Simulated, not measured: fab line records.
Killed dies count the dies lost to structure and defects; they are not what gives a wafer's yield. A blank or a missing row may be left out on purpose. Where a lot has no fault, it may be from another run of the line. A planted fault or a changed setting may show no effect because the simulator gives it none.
What tool caused it? || flow n5Finfet || Sampling: 24 lots, 72 wafers, 5 of 1938 route steps

WHAT THE GAUGES READ, wafer by wafer
N5_BEOL_M2_CD_MEAS_28: target cd 26.2 nm, target cd y 24.1 nm. Usual: cdNm at 26.28 nm, with a standard deviation of 0.27.
{"lot": "L074", "measured": "day 6 18:04", "on": "cdSem-03", "cdNm (nm)": "25.74 26.00 25.90", "flag": ""}
{"lot": "L075", "measured": "day 6 22:01", "on": "cdSem-03", "cdNm (nm)": "26.00 26.22 26.28", "flag": ""}
{"lot": "L076", "measured": "day 7 00:31", "on": "cdSem-02", "cdNm (nm)": "25.92 26.20 26.28", "flag": ""}
{"lot": "L077", "measured": "day 7 06:25", "on": "cdSem-03", "cdNm (nm)": "26.73 26.70 26.26", "flag": ""}
{"lot": "L078", "measured": "day 7 13:32", "on": "cdSem-02", "cdNm (nm)": "26.21 26.04 26.20", "flag": ""}
{"lot": "L079", "measured": "day 7 16:44", "on": "cdSem-01", "cdNm (nm)": "26.33 26.19 26.58", "flag": ""}
{"lot": "L080", "measured": "day 8 01:11", "on": "cdSem-01", "cdNm (nm)": "26.27 26.48 26.14", "flag": ""}
{"lot": "L081", "measured": "day 8 09:08", "on": "cdSem-03", "cdNm (nm)": "26.46 26.18 26.27", "flag": ""}
{"lot": "L083", "measured": "day 8 18:44", "on": "cdSem-02", "cdNm (nm)": "26.18 26.17 26.25", "flag": ""}
{"lot": "L082", "measured": "day 9 00:16", "on": "cdSem-01", "cdNm (nm)": "25.97 25.57 25.95", "flag": ""}
{"lot": "L084", "measured": "day 9 00:22", "on": "cdSem-02", "cdNm (nm)": "26.65 25.90 26.17", "flag": ""}
{"lot": "L085", "measured": "day 9 04:26", "on": "cdSem-02", "cdNm (nm)": "26.22 26.48 26.68", "flag": ""}
{"lot": "L086", "measured": "day 9 13:29", "on": "cdSem-03", "cdNm (nm)": "26.76 26.36 26.61", "flag": ""}
{"lot": "L087", "measured": "day 9 23:42", "on": "cdSem-02", "cdNm (nm)": "26.47 26.41 26.03", "flag": ""}
{"lot": "L089", "measured": "day 10 09:02", "on": "cdSem-02", "cdNm (nm)": "26.70 26.37 26.44", "flag": ""}
{"lot": "L090", "measured": "day 11 00:03", "on": "cdSem-02", "cdNm (nm)": "26.45 26.34 26.54", "flag": ""}
{"lot": "L088", "measured": "day 11 02:50", "on": "cdSem-02", "cdNm (nm)": "26.08 26.42 26.39", "flag": ""}
{"lot": "L091", "measured": "day 11 04:07", "on": "cdSem-03", "cdNm (nm)": "26.60 26.66 25.92", "flag": ""}
{"lot": "L093", "measured": "day 11 08:01", "on": "cdSem-02", "cdNm (nm)": "26.44 26.17 26.18", "flag": ""}
{"lot": "L094", "measured": "day 11 15:37", "on": "cdSem-03", "cdNm (nm)": "26.17 26.44 26.56", "flag": ""}
{"lot": "L092", "measured": "day 11 15:41", "on": "cdSem-02", "cdNm (nm)": "26.09 25.63 26.23", "flag": ""}
{"lot": "L096", "measured": "day 11 19:35", "on": "cdSem-03", "cdNm (nm)": "26.06 26.12 26.03", "flag": ""}
{"lot": "L095", "measured": "day 11 21:35", "on": "cdSem-02", "cdNm (nm)": "26.37 25.68 26.54", "flag": ""}
{"lot": "L097", "measured": "day 12 03:31", "on": "cdSem-03", "cdNm (nm)": "26.06 26.56 26.45", "flag": ""}

N5_BEOL_M3_OVL_MEAS_12. Usual: M3_OVL 0.3 nm, standard deviation 0.76.
{"lot": "L074", "measured": "day 7 01:15", "on": "overlay-01", "M3_OVL (nm)": "0.7 -0.6 -0.2", "flag": ""}
{"lot": "L075", "measured": "day 7 06:40", "on": "overlay-02", "M3_OVL (nm)": "0.2 1.2 -0.1", "flag": ""}
{"lot": "L076", "measured": "day 7 07:44", "on": "overlay-02", "M3_OVL (nm)": "1.0 0.4 -0.4", "flag": ""}
{"lot": "L077", "measured": "day 7 21:16", "on": "overlay-02", "M3_OVL (nm)": "0.7 0.4 0.5", "flag": ""}
{"lot": "L078", "measured": "day 7 21:38", "on": "overlay-02", "M3_OVL (nm)": "1.0 0.9 0.5", "flag": ""}
{"lot": "L079", "measured": "day 8 03:17", "on": "overlay-02", "M3_OVL (nm)": "0.4 1.1 1.3", "flag": ""}
{"lot": "L080", "measured": "day 8 12:22", "on": "overlay-02", "M3_OVL (nm)": "-1.6 -1.1 -1.1", "flag": ""}
{"lot": "L081", "measured": "day 9 05:11", "on": "overlay-01", "M3_OVL (nm)": "-0.6 -0.9 -0.5", "flag": ""}
{"lot": "L083", "measured": "day 9 04:37", "on": "overlay-01", "M3_OVL (nm)": "0.2 0.9 -0.2", "flag": ""}
{"lot": "L082", "measured": "day 9 13:17", "on": "overlay-02", "M3_OVL (nm)": "-0.7 -0.3 -0.5", "flag": ""}
{"lot": "L084", "measured": "day 9 17:28", "on": "overlay-01", "M3_OVL (nm)": "0.9 1.0 1.0", "flag": ""}
{"lot": "L085", "measured": "day 9 13:34", "on": "overlay-02", "M3_OVL (nm)": "-1.5 -0.3 -1.1", "flag": ""}
{"lot": "L086", "measured": "day 9 22:34", "on": "overlay-01", "M3_OVL (nm)": "0.4 0.7 1.1", "flag": ""}
{"lot": "L087", "measured": "day 10 13:38", "on": "overlay-02", "M3_OVL (nm)": "1.3 1.2 0.7", "flag": ""}
{"lot": "L089", "measured": "day 11 09:56", "on": "overlay-02", "M3_OVL (nm)": "-0.2 -0.1 0.1", "flag": ""}
{"lot": "L090", "measured": "day 12 01:53", "on": "overlay-01", "M3_OVL (nm)": "0.0 -0.3 -0.4", "flag": ""}
{"lot": "L088", "measured": "day 12 03:14", "on": "overlay-02", "M3_OVL (nm)": "1.1 1.4 0.3", "flag": ""}
{"lot": "L091", "measured": "day 12 09:52", "on": "overlay-02", "M3_OVL (nm)": "0.7 -0.2 -1.2", "flag": ""}
{"lot": "L093", "measured": "day 12 10:09", "on": "overlay-01", "M3_OVL (nm)": "0.5 0.4 0.3", "flag": ""}
{"lot": "L094", "measured": "day 12 09:58", "on": "overlay-02", "M3_OVL (nm)": "0.6 0.7 0.5", "flag": ""}
{"lot": "L092", "measured": "day 12 20:49", "on": "overlay-02", "M3_OVL (nm)": "1.7 1.5 1.9", "flag": ""}
{"lot": "L096", "measured": "day 12 16:14", "on": "overlay-01", "M3_OVL (nm)": "0.7 0.9 0.3", "flag": ""}
{"lot": "L095", "measured": "day 12 23:53", "on": "overlay-02", "M3_OVL (nm)": "0.2 0.8 0.3", "flag": ""}
{"lot": "L097", "measured": "day 13 11:56", "on": "overlay-02", "M3_OVL (nm)": "-0.3 0.9 0.8", "flag": ""}

TOOL THAT RAN EACH LOT (tool first, then ch and the chambers of the sampled wafers, then the start)
{"lot": "L074", "N5_BEOL_M2_DEGAS_44": "pvdSputter-03, day 6 20:31", "N5_BEOL_M2_ANNEAL_91": "pvdSputter-03, day 6 22:16", "N5_BEOL_M2_PRE_CLEAN_60": "cvdCo-02 ch 0,1,2, day 6 23:41"}
{"lot": "L075", "N5_BEOL_M2_DEGAS_44": "pvdSputter-01, day 7 01:19", "N5_BEOL_M2_ANNEAL_91": "pvdSputter-01, day 7 03:11", "N5_BEOL_M2_PRE_CLEAN_60": "cvdCo-01 ch 0,1,2, day 7 04:40"}
{"lot": "L076", "N5_BEOL_M2_DEGAS_44": "pvdSputter-01, day 7 01:41", "N5_BEOL_M2_ANNEAL_91": "pvdSputter-01, day 7 05:02", "N5_BEOL_M2_PRE_CLEAN_60": "cvdCo-02 ch 0,1,2, day 7 06:26"}
{"lot": "L077", "N5_BEOL_M2_DEGAS_44": "pvdSputter-01, day 7 16:50", "N5_BEOL_M2_ANNEAL_91": "pvdSputter-03, day 7 18:37", "N5_BEOL_M2_PRE_CLEAN_60": "cvdCo-02 ch 0,1, day 7 20:01"}
{"lot": "L078", "N5_BEOL_M2_DEGAS_44": "pvdSputter-01, day 7 17:06", "N5_BEOL_M2_ANNEAL_91": "pvdSputter-01, day 7 19:00", "N5_BEOL_M2_PRE_CLEAN_60": "cvdCo-01 ch 0,1,2, day 7 20:25"}
{"lot": "L079", "N5_BEOL_M2_DEGAS_44": "pvdSputter-02, day 7 21:05", "N5_BEOL_M2_ANNEAL_91": "pvdSputter-01, day 7 22:58", "N5_BEOL_M2_PRE_CLEAN_60": "cvdCo-01 ch 1,2, day 8 00:34"}
{"lot": "L080", "N5_BEOL_M2_DEGAS_44": "pvdSputter-01, day 8 03:36", "N5_BEOL_M2_ANNEAL_91": "pvdSputter-02, day 8 07:02", "N5_BEOL_M2_PRE_CLEAN_60": "cvdCo-01 ch 0,2, day 8 08:43"}
{"lot": "L081", "N5_BEOL_M2_DEGAS_44": "pvdSputter-03, day 8 23:43", "N5_BEOL_M2_ANNEAL_91": "pvdSputter-02, day 9 02:16", "N5_BEOL_M2_PRE_CLEAN_60": "cvdCo-02 ch 0,2, day 9 03:40"}
{"lot": "L083", "N5_BEOL_M2_DEGAS_44": "pvdSputter-03, day 8 23:38", "N5_BEOL_M2_ANNEAL_91": "pvdSputter-03, day 9 01:35", "N5_BEOL_M2_PRE_CLEAN_60": "cvdCo-01 ch 0,1, day 9 02:59"}
{"lot": "L082", "N5_BEOL_M2_DEGAS_44": "pvdSputter-03, day 9 05:06", "N5_BEOL_M2_ANNEAL_91": "pvdSputter-01, day 9 08:39", "N5_BEOL_M2_PRE_CLEAN_60": "cvdCo-01 ch 1,2, day 9 10:04"}
{"lot": "L084", "N5_BEOL_M2_DEGAS_44": "pvdSputter-01, day 9 13:11", "N5_BEOL_M2_ANNEAL_91": "pvdSputter-02, day 9 15:09", "N5_BEOL_M2_PRE_CLEAN_60": "cvdCo-01 ch 0,2, day 9 16:34"}
{"lot": "L085", "N5_BEOL_M2_DEGAS_44": "pvdSputter-03, day 9 07:51", "N5_BEOL_M2_ANNEAL_91": "pvdSputter-01, day 9 11:01", "N5_BEOL_M2_PRE_CLEAN_60": "cvdCo-02 ch 0,1, day 9 12:25"}
{"lot": "L086", "N5_BEOL_M2_DEGAS_44": "pvdSputter-01, day 9 16:31", "N5_BEOL_M2_ANNEAL_91": "pvdSputter-01, day 9 18:14", "N5_BEOL_M2_PRE_CLEAN_60": "cvdCo-01 ch 1,2, day 9 19:40"}
{"lot": "L087", "N5_BEOL_M2_DEGAS_44": "pvdSputter-02, day 10 09:26", "N5_BEOL_M2_ANNEAL_91": "pvdSputter-03, day 10 11:10", "N5_BEOL_M2_PRE_CLEAN_60": "cvdCo-02 ch 0,2, day 10 12:41"}
{"lot": "L089", "N5_BEOL_M2_DEGAS_44": "pvdSputter-02, day 11 04:28", "N5_BEOL_M2_ANNEAL_91": "pvdSputter-02, day 11 06:20", "N5_BEOL_M2_PRE_CLEAN_60": "cvdCo-01 ch 0,1,2, day 11 07:46"}
{"lot": "L090", "N5_BEOL_M2_DEGAS_44": "pvdSputter-02, day 11 17:47", "N5_BEOL_M2_ANNEAL_91": "pvdSputter-03, day 11 20:17", "N5_BEOL_M2_PRE_CLEAN_60": "cvdCo-01 ch 0,1, day 11 21:41"}
{"lot": "L088", "N5_BEOL_M2_DEGAS_44": "pvdSputter-01, day 11 21:04", "N5_BEOL_M2_ANNEAL_91": "pvdSputter-01, day 12 00:28", "N5_BEOL_M2_PRE_CLEAN_60": "cvdCo-01 ch 0,1, day 12 01:52"}
{"lot": "L091", "N5_BEOL_M2_DEGAS_44": "pvdSputter-01, day 12 03:22", "N5_BEOL_M2_ANNEAL_91": "pvdSputter-02, day 12 05:13", "N5_BEOL_M2_PRE_CLEAN_60": "cvdCo-01 ch 0,1,2, day 12 06:37"}
{"lot": "L093", "N5_BEOL_M2_DEGAS_44": "pvdSputter-03, day 12 03:27", "N5_BEOL_M2_ANNEAL_91": "pvdSputter-01, day 12 05:25", "N5_BEOL_M2_PRE_CLEAN_60": "cvdCo-01 ch 0,1,2, day 12 06:55"}
{"lot": "L094", "N5_BEOL_M2_DEGAS_44": "pvdSputter-03, day 12 03:32", "N5_BEOL_M2_ANNEAL_91": "pvdSputter-03, day 12 05:22", "N5_BEOL_M2_PRE_CLEAN_60": "cvdCo-02 ch 0,2, day 12 06:46"}
{"lot": "L092", "N5_BEOL_M2_DEGAS_44": "pvdSputter-01, day 12 15:16", "N5_BEOL_M2_ANNEAL_91": "pvdSputter-02, day 12 17:10", "N5_BEOL_M2_PRE_CLEAN_60": "cvdCo-01 ch 1,2, day 12 18:36"}
{"lot": "L096", "N5_BEOL_M2_DEGAS_44": "pvdSputter-02, day 12 11:50", "N5_BEOL_M2_ANNEAL_91": "pvdSputter-03, day 12 13:41", "N5_BEOL_M2_PRE_CLEAN_60": "cvdCo-01 ch 1,2, day 12 15:05"}
{"lot": "L095", "N5_BEOL_M2_DEGAS_44": "pvdSputter-02, day 12 18:19", "N5_BEOL_M2_ANNEAL_91": "pvdSputter-02, day 12 20:16", "N5_BEOL_M2_PRE_CLEAN_60": "cvdCo-01 ch 0,2, day 12 21:46"}
{"lot": "L097", "N5_BEOL_M2_DEGAS_44": "pvdSputter-02, day 13 07:33", "N5_BEOL_M2_ANNEAL_91": "pvdSputter-03, day 13 09:37", "N5_BEOL_M2_PRE_CLEAN_60": "cvdCo-02 ch 0,2, day 13 11:02"}
- N5_BEOL_M2_DEGAS_44: time 60 s.
- N5_BEOL_M2_ANNEAL_91: time 240 s.
- N5_BEOL_M2_PRE_CLEAN_60: time 15 s.

WHAT THE TOOLS THEMSELVES READ (means of the sampled wafers that have a number; where no wafer has one, the mark that the record gives instead)
N5_BEOL_M2_DEGAS_44. Usual: heaterPowerW at 337 W, with a standard deviation of 31.
{"lot": "L074", "tool": "pvdSputter-03", "heaterPowerW (W)": 302, "flag": ""}
{"lot": "L075", "tool": "pvdSputter-01", "heaterPowerW (W)": 369, "flag": ""}
{"lot": "L076", "tool": "pvdSputter-01", "heaterPowerW (W)": 373, "flag": ""}
{"lot": "L077", "tool": "pvdSputter-01", "heaterPowerW (W)": 349, "flag": ""}
{"lot": "L078", "tool": "pvdSputter-01", "heaterPowerW (W)": 371, "flag": ""}
{"lot": "L079", "tool": "pvdSputter-02", "heaterPowerW (W)": 335, "flag": ""}
{"lot": "L080", "tool": "pvdSputter-01", "heaterPowerW (W)": 326, "flag": ""}
{"lot": "L081", "tool": "pvdSputter-03", "heaterPowerW (W)": 344, "flag": ""}
{"lot": "L083", "tool": "pvdSputter-03", "heaterPowerW (W)": 345, "flag": ""}
{"lot": "L082", "tool": "pvdSputter-03", "heaterPowerW (W)": 325, "flag": ""}
{"lot": "L084", "tool": "pvdSputter-01", "heaterPowerW (W)": 339, "flag": ""}
{"lot": "L085", "tool": "pvdSputter-03", "heaterPowerW (W)": 311, "flag": ""}
{"lot": "L086", "tool": "pvdSputter-01", "heaterPowerW (W)": 298, "flag": ""}
{"lot": "L087", "tool": "pvdSputter-02", "heaterPowerW (W)": 341, "flag": ""}
{"lot": "L089", "tool": "pvdSputter-02", "heaterPowerW (W)": 344, "flag": ""}
{"lot": "L090", "tool": "pvdSputter-02", "heaterPowerW (W)": 342, "flag": ""}
{"lot": "L088", "tool": "pvdSputter-01", "heaterPowerW (W)": 320, "flag": ""}
{"lot": "L091", "tool": "pvdSputter-01", "heaterPowerW (W)": 353, "flag": ""}
{"lot": "L093", "tool": "pvdSputter-03", "heaterPowerW (W)": 335, "flag": ""}
{"lot": "L094", "tool": "pvdSputter-03", "heaterPowerW (W)": 324, "flag": ""}
{"lot": "L092", "tool": "pvdSputter-01", "heaterPowerW (W)": 342, "flag": ""}
{"lot": "L096", "tool": "pvdSputter-02", "heaterPowerW (W)": 338, "flag": ""}
{"lot": "L095", "tool": "pvdSputter-02", "heaterPowerW (W)": 352, "flag": ""}
{"lot": "L097", "tool": "pvdSputter-02", "heaterPowerW (W)": 335, "flag": ""}

N5_BEOL_M2_ANNEAL_91. Usual: heaterPowerW at 844 W, with a standard deviation of 79.
{"lot": "L074", "tool": "pvdSputter-03", "heaterPowerW (W)": 867, "flag": ""}
{"lot": "L075", "tool": "pvdSputter-01", "heaterPowerW (W)": 908, "flag": ""}
{"lot": "L076", "tool": "pvdSputter-01", "heaterPowerW (W)": 829, "flag": ""}
{"lot": "L077", "tool": "pvdSputter-03", "heaterPowerW (W)": 771, "flag": ""}
{"lot": "L078", "tool": "pvdSputter-01", "heaterPowerW (W)": 902, "flag": ""}
{"lot": "L079", "tool": "pvdSputter-01", "heaterPowerW (W)": 801, "flag": ""}
{"lot": "L080", "tool": "pvdSputter-02", "heaterPowerW (W)": 852, "flag": ""}
{"lot": "L081", "tool": "pvdSputter-02", "heaterPowerW (W)": 845, "flag": ""}
{"lot": "L083", "tool": "pvdSputter-03", "heaterPowerW (W)": 875, "flag": ""}
{"lot": "L082", "tool": "pvdSputter-01", "heaterPowerW (W)": 876, "flag": ""}
{"lot": "L084", "tool": "pvdSputter-02", "heaterPowerW (W)": 839, "flag": ""}
{"lot": "L085", "tool": "pvdSputter-01", "heaterPowerW (W)": 791, "flag": ""}
{"lot": "L086", "tool": "pvdSputter-01", "heaterPowerW (W)": 805, "flag": ""}
{"lot": "L087", "tool": "pvdSputter-03", "heaterPowerW (W)": 836, "flag": ""}
{"lot": "L089", "tool": "pvdSputter-02", "heaterPowerW (W)": 840, "flag": ""}
{"lot": "L090", "tool": "pvdSputter-03", "heaterPowerW (W)": 759, "flag": ""}
{"lot": "L088", "tool": "pvdSputter-01", "heaterPowerW (W)": 965, "flag": ""}
{"lot": "L091", "tool": "pvdSputter-02", "heaterPowerW (W)": 863, "flag": ""}
{"lot": "L093", "tool": "pvdSputter-01", "heaterPowerW (W)": 871, "flag": ""}
{"lot": "L094", "tool": "pvdSputter-03", "heaterPowerW (W)": 856, "flag": ""}
{"lot": "L092", "tool": "pvdSputter-02", "heaterPowerW (W)": 863, "flag": ""}
{"lot": "L096", "tool": "pvdSputter-03", "heaterPowerW (W)": 795, "flag": ""}
{"lot": "L095", "tool": "pvdSputter-02", "heaterPowerW (W)": 854, "flag": ""}
{"lot": "L097", "tool": "pvdSputter-03", "heaterPowerW (W)": 781, "flag": ""}

N5_BEOL_M2_PRE_CLEAN_60. Usual: heaterPowerW at 84 W, with a standard deviation of 7.1.
{"lot": "L074", "tool": "cvdCo-02", "heaterPowerW (W)": 75, "flag": ""}
{"lot": "L075", "tool": "cvdCo-01", "heaterPowerW (W)": 87, "flag": ""}
{"lot": "L076", "tool": "cvdCo-02", "heaterPowerW (W)": 77, "flag": ""}
{"lot": "L077", "tool": "cvdCo-02", "heaterPowerW (W)": 80, "flag": ""}
{"lot": "L078", "tool": "cvdCo-01", "heaterPowerW (W)": 87, "flag": ""}
{"lot": "L079", "tool": "cvdCo-01", "heaterPowerW (W)": 85, "flag": ""}
{"lot": "L080", "tool": "cvdCo-01", "heaterPowerW (W)": 85, "flag": ""}
{"lot": "L081", "tool": "cvdCo-02", "heaterPowerW (W)": 77, "flag": ""}
{"lot": "L083", "tool": "cvdCo-01", "heaterPowerW (W)": 90, "flag": ""}
{"lot": "L082", "tool": "cvdCo-01", "heaterPowerW (W)": 84, "flag": ""}
{"lot": "L084", "tool": "cvdCo-01", "heaterPowerW (W)": 90, "flag": ""}
{"lot": "L085", "tool": "cvdCo-02", "heaterPowerW (W)": 80, "flag": ""}
{"lot": "L086", "tool": "cvdCo-01", "heaterPowerW (W)": 83, "flag": ""}
{"lot": "L087", "tool": "cvdCo-02", "heaterPowerW (W)": 75, "flag": ""}
{"lot": "L089", "tool": "cvdCo-01", "heaterPowerW (W)": 89, "flag": ""}
{"lot": "L090", "tool": "cvdCo-01", "heaterPowerW (W)": 93, "flag": ""}
{"lot": "L088", "tool": "cvdCo-01", "heaterPowerW (W)": 92, "flag": ""}
{"lot": "L091", "tool": "cvdCo-01", "heaterPowerW (W)": 87, "flag": ""}
{"lot": "L093", "tool": "cvdCo-01", "heaterPowerW (W)": 89, "flag": ""}
{"lot": "L094", "tool": "cvdCo-02", "heaterPowerW (W)": 75, "flag": ""}
{"lot": "L092", "tool": "cvdCo-01", "heaterPowerW (W)": 86, "flag": ""}
{"lot": "L096", "tool": "cvdCo-01", "heaterPowerW (W)": 83, "flag": ""}
{"lot": "L095", "tool": "cvdCo-01", "heaterPowerW (W)": 91, "flag": ""}
{"lot": "L097", "tool": "cvdCo-02", "heaterPowerW (W)": 77, "flag": ""}

THE ANSWER, worked out from the rows above alone
Rule: take the mean of a lot's wafers that have a number; if it is more than 3 standard deviations from the usual mean, the lot is off. Also off: a lot with no number at a reading for which 4 or more lots have one. Any other lot the step has rows for is counted as sound. Order of review: gauges by route order, followed by the tools' own readings, for which a lot's mean as printed above is used. At the first step where some lot is off, the reading lying furthest off is the one used; lots without a number count as furthest.
No lot is off at any reading shown: from this, nothing can be told.

WHAT THE SIMULATOR HAD INSERTED
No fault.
